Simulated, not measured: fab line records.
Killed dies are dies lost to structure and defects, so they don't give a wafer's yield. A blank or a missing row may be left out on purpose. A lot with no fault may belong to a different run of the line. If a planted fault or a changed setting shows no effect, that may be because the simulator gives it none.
Split-lot experiment -- flow n5_finfet -- route with 1938 steps; 7 lots, 21 wafers read

== ON THE SPLIT ==
At N5_BEOL_M10_ETCH_62 (etches SOC in N2/H2, target depth 110 nm, overetch 22 nm, time 165 s), the setting time_s was moved away from the recipe's 165 s on 7 of the 21 wafers read, by -19.7% to +21.5%. The other wafers ran this setting at the recipe's value.

The reading is taken at the split's own step.

== THE READING ==
SiARC_of_BEOL_M10_COAT_60.thk_nm (the simulator's own value, which no gauge read), in nm, at N5_BEOL_M10_ETCH_62 (etches SOC in N2/H2, target depth 110 nm, overetch 22 nm, time 165 s). No usual value for it is given in the file. Average 23.6 nm, standard deviation 0.29 nm, over the 14 wafers here run with the recipe.

wafer,"tool, chamber at the split","time_s as run, s",against the recipe,"SiARC_of_BEOL_M10_COAT_60.thk_nm, nm",against lot-mates on the recipe
L074.2,"rie_diel-03, 0",165,recipe,23.4,-
L074.3,"rie_diel-03, 3",165,recipe,24,-
L074.6,"rie_diel-03, 3",165,recipe,24,-
L076.1,"rie_diel-06, 0,3",132.5,-19.7%,25,+1.0
L076.6,"rie_diel-06, 0,3",132.5,-19.7%,25,+1.0
L076.4,"rie_diel-06, 3",165,recipe,24,-
L077.1,"rie_diel-06, 1,2",165,recipe,23.6,-
L077.4,"rie_diel-06, 1,2",165,recipe,23.6,-
L077.5,"rie_diel-06, 1",165,recipe,23.4,-
L081.1,"rie_diel-03, 2",200.4,+21.5%,22.2,-1.8
L081.3,"rie_diel-03, 1",200.4,+21.5%,22,-2.0
L081.5,"rie_diel-03, 3",165,recipe,24,-
L082.2,"rie_diel-06, 0",165,recipe,23.8,-
L082.4,"rie_diel-06, 1,2",165,recipe,23.4,-
L082.5,"rie_diel-06, 1,2",165,recipe,23.4,-
L089.1,"rie_diel-03, 2",183.7,+11.3%,22.8,-0.5
L089.2,"rie_diel-03, 0",165,recipe,23.2,-
L089.3,"rie_diel-03, 1",165,recipe,23.4,-
L090.2,"rie_diel-02, 3",165,recipe,23.2,-
L090.3,"rie_diel-02, 2",196.3,+19.0%,22.2,-1.0
L090.5,"rie_diel-02, 1",196.3,+19.0%,22,-1.2
The file does not say which wafer passed through which chamber wherever a row lists several chambers: such a row stands for several wafers.

FIT RESULTS
A straight line over all 21 wafers: SiARC_of_BEOL_M10_COAT_60.thk_nm changes by -0.0727 nm for each +1% of time_s; r = -0.95; the points scatter about the line by 0.26 nm.
The same after taking each lot's own level away (the mean of its wafers on the recipe; 21 wafers): -0.0651 nm for each +1%; r = -0.95; scatter 0.24 nm.
That fit puts the effect of the largest move of time_s on the reading at 1.4 nm.
The lots' own levels span 23.20 to 24.00 nm, that is 2.7 times the standard deviation above.
So the slope is not independent of the lot-to-lot level: the two fits are not the same.
Check: with one of the wafers moved furthest among these (+21.5%) left out of the fit, the line predicts -1.36 nm for it against its lot-mates. It came out at -1.8 nm against them.

== ADDITIONAL SPLITS CARRIED BY THESE WAFERS ==
Other splits were also applied to these wafers ahead of the reading. Each is held against what the fit with the lots' levels taken away leaves over:
other split on the same wafers,wafers away from the commonest value,r with SiARC_of_BEOL_M10_COAT_60.thk_nm (lot level and that fit taken away)
N5_BEOL_M6_EXPOSE_25 dose_mj,6,+0.22
N5_BEOL_M6_ETCH_66 bias_w,6,+0.18
N5_BEOL_M7_DEP_56 time_s,6,+0.15
N5_BEOL_M8_TRENCH_ETCH_37 source_w,8,+0.50
N5_BEOL_M9_EXPOSE_08 dose_mj,4,+0.17

== THE WHOLE CHAIN: every reading that the file lists as answering this split, in the file's order ==
step,what it does,reading,change (the file's fit),r (the file's)
N5_BEOL_M10_ETCH_62,"etches SOC in N2/H2, target depth 110 nm, overetch 22 nm, time 165 s","SiARC_of_BEOL_M10_COAT_60.thk_nm (the simulator's own value, which no gauge read)",-0.0651 nm for each +1% of the setting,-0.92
N5_BEOL_M10_HM_OPEN_17,"chemistry Cl2/BCl3, target TiN, target depth 20 nm, overetch 6 nm","etch.depth_nm (the simulator's own value, which no gauge read)","not straight: 20.2 at the lowest setting, 20.01 at the recipe, 16.54 at the highest",not given

== FILE'S OWN FIT ==
SiARC_of_BEOL_M10_COAT_60.thk_nm changes by -0.0651 nm for each +1% of time_s, r = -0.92.
